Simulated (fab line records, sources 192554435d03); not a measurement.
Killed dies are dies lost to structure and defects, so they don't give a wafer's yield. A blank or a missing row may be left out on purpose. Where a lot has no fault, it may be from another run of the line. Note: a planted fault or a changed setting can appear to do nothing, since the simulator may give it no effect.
fab line records + flow n5-finfet + part 2 of 2: steps 24 to 30 of 30
record
- lots=5
- wafers=15
- last-day=21
route steps=1938 shown BEOL_M1@829 BEOL_M2@841
lots with no fault: from the same line, run without faults
start-h: hours from the record's first day to the start of the lot's first wafer shown + wait-h: hours since the lot's step before + " unchanged from the row above + L1.1+2: a row that stands for several wafers + - no value present, or no start provided + * or withheld: withheld + < > ~ a bound
route shown NAME@n: names a module that has steps shown in the file, with the first one's number in the route + usual: mean/standard deviation of fault-free wafers + same: alike in all rows + chamber/n: place in a boat + sites: per-site readings + _std_site: standard deviation across them + _edge_site: inner sites' mean taken away from outer sites' mean + radius-mm: for every site, how far away it sits from the centre of the wafer + mask NAME#n: copy n + behind: the tool/chamber that last shaped the wafer + hold: why the lot went on hold/how many hours it stayed there/how the hold came to an end + device: the transistor (n, p or np) that didn't switch + end of line: the same wafers' tests at the end of the route + for a step that has no rows: nothing shown but its recipe + killed: at the first sort, the dies lost to defects and structure; wafer yield is something else + map: shows each die of a wafer: x if killed, . if not, _ if none is there
set.NAME: the setting as run; set.NAME@STEP: as run at that earlier step + model.NAME: the simulator's own value behind a step, which no gauge read
lots at selected steps of the route; one table per step, one row per wafer
services: when a tool's chamber went out of use (start-h, in hours from the record's first day, below 0 if earlier), for how many hours, and the reason
## steps
# step N5_BEOL_M2_PEB_09
# recipe
- peb-temp-c=100
- peb-time-s=60
- resist=CAR-EUV
# usual
- heater-power-total-W=153.8/1.1
- resist-line-temp-C=22.98/0.11
| lot.wafer | tool           | chamber | start-h | wait-h | heater-power-total-W | resist-line-temp-C |
|-----------|----------------|---------|---------|--------|----------------------|--------------------|
| L083.1    | litho-track-03 | 0       | 186.31  | 0.1    | 155.3                | 23.00              |
| L083.5    | "              | 0       | "       | "      | 154.4                | 22.88              |
| L083.6    | "              | 0       | "       | "      | 153.6                | 23.06              |
| L088.1    | litho-track-05 | 0       | 214.17  | 0.1    | 152.8                | 22.90              |
| L088.2    | "              | 0       | "       | "      | 155.4                | 22.97              |
| L088.4    | "              | 0       | "       | "      | 155.5                | 23.00              |
| L087.1    | litho-track-02 | 0       | 220.16  | 0.1    | 152.6                | 22.95              |
| L087.4    | "              | 0       | "       | "      | 155.6                | 23.07              |
| L087.6    | "              | 0       | "       | "      | 153.7                | 22.94              |
| L091.3    | litho-track-03 | 0       | 239.69  | 0.0    | 153.0                | 22.96              |
| L091.5    | "              | 0       | "       | "      | 153.6                | 22.95              |
| L091.6    | "              | 0       | "       | "      | 155.5                | 22.91              |
| L095.1    | litho-track-02 | 0       | 272.59  | 0.1    | 153.1                | 22.94              |
| L095.4    | "              | 0       | "       | "      | 155.0                | 23.00              |
| L095.6    | "              | 0       | "       | "      | 155.3                | 23.23              |
# step N5_BEOL_M2_DEVELOP_10
# recipe
- develop-time-s=30
- developer=TMAH
- resist=CAR-EUV
- rinse-liquid=surfactant-rinse
- dry=air-spin
- dev-temp-c=23
# usual
- resist-line-temp-C=23.00/0.1
| lot.wafer | tool           | chamber | start-h | wait-h | resist-line-temp-C |
|-----------|----------------|---------|---------|--------|--------------------|
| L083.1    | litho-track-03 | 0       | -       | -      | 23.06              |
| L083.5    | "              | 0       | "       | "      | 22.93              |
| L083.6    | "              | 0       | "       | "      | 23.06              |
| L088.1    | litho-track-05 | 0       | -       | -      | 22.87              |
| L088.2    | "              | 0       | "       | "      | 22.81              |
| L088.4    | "              | 0       | "       | "      | 23.04              |
| L087.1    | litho-track-02 | 0       | -       | -      | 23.07              |
| L087.4    | "              | 0       | "       | "      | 23.09              |
| L087.6    | "              | 0       | "       | "      | 23.01              |
| L091.3    | litho-track-03 | 0       | -       | -      | 22.91              |
| L091.5    | "              | 0       | "       | "      | 23.03              |
| L091.6    | "              | 0       | "       | "      | 22.94              |
| L095.1    | litho-track-02 | 0       | -       | -      | 23.21              |
| L095.4    | "              | 0       | "       | "      | 23.14              |
| L095.6    | "              | 0       | "       | "      | 23.04              |
# step N5_BEOL_M2_CD_MEAS_11
# recipe
- target-cd-nm=16.79
- landing-energy-ev=500
- detector=se-inlens
- polarity=opening
# usual
- cd-nm=16.72/0.27
| lot.wafer | tool      | chamber | start-h | wait-h | cd-nm |
|-----------|-----------|---------|---------|--------|-------|
| L083.1    | cd-sem-02 | 0       | 186.38  | -      | 16.55 |
| L083.5    | "         | 0       | "       | "      | 16.56 |
| L083.6    | "         | 0       | "       | "      | 16.80 |
| L088.1    | cd-sem-03 | 0       | 214.23  | -      | 16.91 |
| L088.2    | "         | 0       | "       | "      | 16.86 |
| L088.4    | "         | 0       | "       | "      | 16.99 |
| L087.1    | cd-sem-03 | 0       | 220.22  | -      | 16.63 |
| L087.4    | "         | 0       | "       | "      | 16.29 |
| L087.6    | "         | 0       | "       | "      | 16.82 |
| L091.3    | cd-sem-01 | 0       | 239.76  | -      | 16.56 |
| L091.5    | "         | 0       | "       | "      | 16.78 |
| L091.6    | "         | 0       | "       | "      | 16.79 |
| L095.1    | cd-sem-01 | 0       | 272.66  | -      | 17.16 |
| L095.4    | "         | 0       | "       | "      | 17.29 |
| L095.6    | "         | 0       | "       | "      | 16.73 |
# step N5_BEOL_M2_OVL_MEAS_12
# recipe
- points-per-wafer=522
# usual
- M2_OVL=-0.5/0.63
| lot.wafer | tool       | chamber | start-h | wait-h | M2_OVL[nm] |
|-----------|------------|---------|---------|--------|------------|
| L083.1    | overlay-01 | 0       | 186.41  | 0.0    | -0.8       |
| L083.5    | "          | 0       | "       | "      | -0.9       |
| L083.6    | "          | 0       | "       | "      | -0.1       |
| L088.1    | overlay-01 | 0       | 214.26  | 0.0    | -0.2       |
| L088.2    | "          | 0       | "       | "      | -0.6       |
| L088.4    | "          | 0       | "       | "      | -0.5       |
| L087.1    | overlay-01 | 0       | 220.25  | 0.0    | -2.2       |
| L087.4    | "          | 0       | "       | "      | -0.4       |
| L087.6    | "          | 0       | "       | "      | -1.0       |
| L091.3    | overlay-01 | 0       | 239.80  | 0.0    | -1.1       |
| L091.5    | "          | 0       | "       | "      | -1.1       |
| L091.6    | "          | 0       | "       | "      | -0.3       |
| L095.1    | overlay-01 | 0       | 272.69  | 0.0    | -1.0       |
| L095.4    | "          | 0       | "       | "      | -0.8       |
| L095.6    | "          | 0       | "       | "      | -1.4       |
# step N5_BEOL_M2_INSPECT_13
# recipe
- mode=adi
- inspect-instrument=brightfield
# usual
- raw-defect-count=405/99
| lot.wafer | tool              | chamber | start-h | wait-h | raw-defect-count |
|-----------|-------------------|---------|---------|--------|------------------|
| L083.1    | defect-inspect-01 | -       | 186.47  | 0.1    | 322              |
| L083.5    | "                 | -       | "       | "      | 275              |
| L083.6    | "                 | -       | "       | "      | 303              |
| L088.1    | defect-inspect-02 | -       | 214.33  | 0.1    | 503              |
| L088.2    | "                 | -       | "       | "      | 730              |
| L088.4    | "                 | -       | "       | "      | 635              |
| L087.1    | defect-inspect-01 | -       | 220.31  | 0.1    | 322              |
| L087.4    | "                 | -       | "       | "      | 395              |
| L087.6    | "                 | -       | "       | "      | 349              |
| L091.3    | defect-inspect-02 | -       | 239.84  | 0.0    | 376              |
| L091.5    | "                 | -       | "       | "      | 416              |
| L091.6    | "                 | -       | "       | "      | 539              |
| L095.1    | defect-inspect-01 | -       | 272.75  | 0.1    | 316              |
| L095.4    | "                 | -       | "       | "      | 346              |
| L095.6    | "                 | -       | "       | "      | 410              |
# step N5_BEOL_M2_DESCUM_16
# recipe
- chemistry=O2
- time-s=7
- source-power-w=50
- bias-power-w=20
- pressure-mtorr=20
- rf-frequency-hz=2.712e+07
- temp-c=40
- resist=CAR-EUV
- o2-flow-sccm=225
# usual
- drypump-motor-current-A=5.7/0.59
- oes-product-au=0.79/0.09
- rf-vpp-V=243.3/1.2
- showerhead-plenum-p-Torr=2.09/0.051
- temp-c=40.01/0.11
- throttle-valve-pct=20.14/0.18
| lot.wafer | tool        | chamber | start-h | wait-h | drypump-motor-current-A | oes-product-au | rf-hours-counter-h | rf-vpp-V | showerhead-plenum-p-Torr | temp-c | throttle-valve-pct |
|-----------|-------------|---------|---------|--------|-------------------------|----------------|--------------------|----------|--------------------------|--------|--------------------|
| L083.1    | rie-diel-01 | 2       | 186.50  | 0.0    | 5.2                     | 0.68           | 231                | 240.7    | 2.00                     | 40.10  | 20.34              |
| L083.5    | "           | 0       | "       | "      | 5.5                     | 0.72           | -                  | 242.1    | 2.09                     | 40.18  | 20.51              |
| L083.6    | "           | 1       | "       | "      | 5.1                     | 0.73           | -                  | 244.4    | 2.19                     | 39.88  | 20.41              |
| L088.1    | rie-diel-04 | 0       | 214.36  | 0.0    | 5.7                     | 0.66           | 236                | 242.8    | 2.06                     | 39.73  | 20.27              |
| L088.2    | "           | 1       | "       | "      | 6.3                     | 0.88           | 40                 | 242.8    | 2.11                     | 39.98  | 20.27              |
| L088.4    | "           | 1       | "       | "      | 6.4                     | 0.87           | -                  | 244.4    | 2.11                     | 40.02  | 20.28              |
| L087.1    | rie-diel-05 | 3       | 220.35  | 0.0    | 5.3                     | 0.91           | 27                 | 241.3    | 2.04                     | 40.02  | 20.11              |
| L087.4    | "           | 0       | "       | "      | 5.3                     | 0.81           | 110                | 243.5    | 2.10                     | 40.10  | 20.23              |
| L087.6    | "           | 2       | "       | "      | 5.4                     | 0.76           | -                  | 242.3    | 2.08                     | 39.93  | 19.99              |
| L091.3    | rie-diel-05 | 0       | 239.88  | 0.0    | 5.3                     | 0.80           | 117                | 242.6    | 2.09                     | 39.80  | 20.26              |
| L091.5    | "           | 1       | "       | "      | 6.4                     | 0.87           | -                  | 241.2    | 2.03                     | 40.08  | 19.97              |
| L091.6    | "           | 2       | "       | "      | 5.4                     | 0.76           | -                  | 243.7    | 2.08                     | 39.82  | 19.98              |
| L095.1    | rie-diel-04 | 3       | 272.79  | 0.0    | 6.5                     | 0.69           | 239                | 242.4    | 2.16                     | 39.80  | 20.36              |
| L095.4    | "           | 2       | "       | "      | 4.9                     | 0.71           | 175                | 243.4    | 2.07                     | 39.92  | 19.94              |
| L095.6    | "           | 3       | "       | "      | 6.5                     | 0.70           | -                  | 245.3    | 2.16                     | 40.12  | 20.34              |
# step N5_BEOL_M2_ETCH_74
# recipe
- chemistry=N2/H2
- target=underlayer
- target-depth-a=65
- mask-material=CAR-EUV
- time-s=5.2
- ion-energy-ev=200
- pressure-mtorr=30
- source-w=840
- bias-w=150
- n2-flow-sccm=200
- h2-flow-sccm=200
- ends=cleared
# usual
- drypump-motor-current-A=5.7/0.59
- etch-rf-on-time-s=5.28/0.17
- oes-product-au=0.67/0.076
- rf-vpp-V=523.8/2
- showerhead-plenum-p-Torr=2.54/0.064
- throttle-valve-pct=17.61/0.21
| lot.wafer | tool        | chamber | start-h | wait-h | drypump-motor-current-A | etch-rf-on-time-s | oes-product-au | rf-hours-counter-h | rf-vpp-V | showerhead-plenum-p-Torr | throttle-valve-pct |
|-----------|-------------|---------|---------|--------|-------------------------|-------------------|----------------|--------------------|----------|--------------------------|--------------------|
| L083.1    | rie-diel-01 | 2       | 186.54  | 0.0    | 5.2                     | 5.16              | 0.61           | 231                | 519.9    | 2.40                     | 17.58              |
| L083.5    | "           | 0       | "       | "      | 5.5                     | 5.34              | 0.62           | -                  | 523.4    | 2.53                     | 17.91              |
| L083.6    | "           | 1       | "       | "      | 5.1                     | 5.25              | 0.63           | -                  | 525.3    | 2.69                     | 18.08              |
| L088.1    | rie-diel-04 | 0       | 214.40  | 0.0    | 5.7                     | 5.30              | 0.57           | 236                | 523.7    | 2.48                     | 17.61              |
| L088.2    | "           | 1       | "       | "      | 6.3                     | 5.18              | 0.73           | 40                 | 523.6    | 2.61                     | 17.95              |
| L088.4    | "           | 1       | "       | "      | 6.3                     | 5.10              | 0.74           | -                  | 524.0    | 2.61                     | 17.97              |
| L087.1    | rie-diel-05 | 3       | 220.38  | 0.0    | 5.2                     | 5.32              | 0.78           | 27                 | 523.0    | 2.49                     | 17.63              |
| L087.4    | "           | 0       | "       | "      | 5.3                     | 5.32              | 0.66           | 110                | 525.3    | 2.55                     | 17.63              |
| L087.6    | "           | 2       | "       | "      | 5.4                     | 5.10              | 0.65           | -                  | 524.9    | 2.53                     | 17.46              |
| L091.3    | rie-diel-05 | 0       | 239.91  | 0.0    | 5.3                     | 5.28              | 0.66           | 117                | 525.3    | 2.55                     | 17.62              |
| L091.5    | "           | 1       | "       | "      | 6.4                     | 5.44              | 0.71           | -                  | 523.6    | 2.48                     | 17.48              |
| L091.6    | "           | 2       | "       | "      | 5.4                     | 5.02              | 0.66           | -                  | 523.1    | 2.53                     | 17.47              |
| L095.1    | rie-diel-04 | 3       | 272.82  | 0.0    | 6.6                     | 5.23              | 0.59           | 239                | 525.6    | 2.60                     | 17.65              |
| L095.4    | "           | 2       | "       | "      | 4.9                     | 5.53              | 0.60           | 175                | 523.8    | 2.54                     | 17.56              |
| L095.6    | "           | 3       | "       | "      | 6.6                     | 5.25              | 0.59           | -                  | 525.2    | 2.60                     | 17.65              |
## services
| tool           | chamber | start-h | hours | kind   |
|----------------|---------|---------|-------|--------|
| euv-scanner-01 | -       | 160.40  | 4.6   | pm     |
| cmp-02         | -       | 160.85  | 4.0   | pm     |
| euv-scanner-02 | -       | 161.40  | 1.0   | repair |
| cmp-04         | -       | 168.36  | 0.7   | repair |
| euv-scanner-01 | -       | 170.24  | 1.0   | pm     |
| pvd-sputter-03 | -       | 175.65  | 1.1   | repair |
| rie-diel-05    | -       | 177.06  | 2.8   | pm     |
| cmp-04         | -       | 177.61  | 0.6   | repair |
| cvd-co-01      | 2       | 182.14  | 16.5  | repair |
| pvd-sputter-02 | -       | 184.70  | 1.4   | repair |
| euv-scanner-02 | -       | 186.48  | 1.0   | pm     |
| rie-diel-05    | -       | 188.93  | 0.2   | repair |
| euv-scanner-02 | -       | 199.78  | 0.5   | repair |
| euv-scanner-02 | -       | 203.09  | 5.8   | pm     |
| ecd-cu-02      | -       | 205.50  | 0.2   | repair |
| rie-diel-04    | 3       | 206.48  | 9.8   | repair |
| rie-diel-05    | -       | 208.65  | 0.6   | repair |
| ecd-cu-02      | -       | 215.18  | 1.2   | repair |
| rtp-anneal-02  | -       | 219.09  | 5.3   | pm     |
| rie-diel-05    | 1       | 232.14  | 1.4   | repair |
| euv-scanner-02 | -       | 237.42  | 1.0   | pm     |
| pecvd-03       | 2       | 238.13  | 4.2   | repair |
| pecvd-04       | -       | 242.72  | 14.6  | pm     |
| pecvd-03       | -       | 251.82  | 0.4   | repair |
